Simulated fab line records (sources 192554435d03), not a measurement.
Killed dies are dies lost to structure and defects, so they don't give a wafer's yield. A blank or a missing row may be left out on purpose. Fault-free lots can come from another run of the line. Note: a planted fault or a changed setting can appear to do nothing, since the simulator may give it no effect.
Matching of chambers	flow n5-finfet	N5_BEOL_M5_DEP_56 on pecvd-01: 3 sister chambers
The step deposits SiCN from 3MS/NH3, target thk 8 nm, time 14 s. 6 wafers are shown with their chamber, then 8 later ones without.

## WAFERS WITH THEIR CHAMBER
wafer	chamber	showerhead-plenum-p-Torr (Torr)	rf-fwd-power-W (W)
L076.5	2	3.653	197.1
L079.3	1	3.676	199.7
L082.1	1	3.672	200.3
L082.3	0	3.689	197.8
L082.5	0	3.686	197.1
L083.1	2	3.636	197.0

## WAFERS MISSING THEIR CHAMBER
wafer	showerhead-plenum-p-Torr (Torr)	rf-fwd-power-W (W)
L083.3	3.699	197.5
L083.4	3.690	197.9
L094.1	3.637	197.6
L094.5	3.674	200.4
L094.6	3.693	197.0
L097.2	3.689	197.8
L097.4	3.689	197.9
L097.5	3.678	200.3

## WHICH CHAMBER EACH WENT THROUGH
wafer	from the rows above	in truth
L083.3	0	0
L083.4	0	0
L094.1	2	2
L094.5	1	1
L094.6	0	0
L097.2	0	0
L097.4	0	0
L097.5	1	1
Correct placement for 8 of the 8. Not placeable from these rows: 0. Placed wrongly: 0.
How it was worked out, from the rows above alone: a wafer's distance from a chamber is the root of the sum, over the readings, of the square of ((its reading less the chamber's mean) divided by the reading's scatter). The wafer belongs to the nearest chamber; if the next one is less than 2 further off, it can't be placed. Each chamber's mean is taken over the wafers shown for it. How the scatter is found: for the shown wafers, subtract from each reading the mean of its chamber, square and add these, divide the total by (wafers less chambers), then take the root.
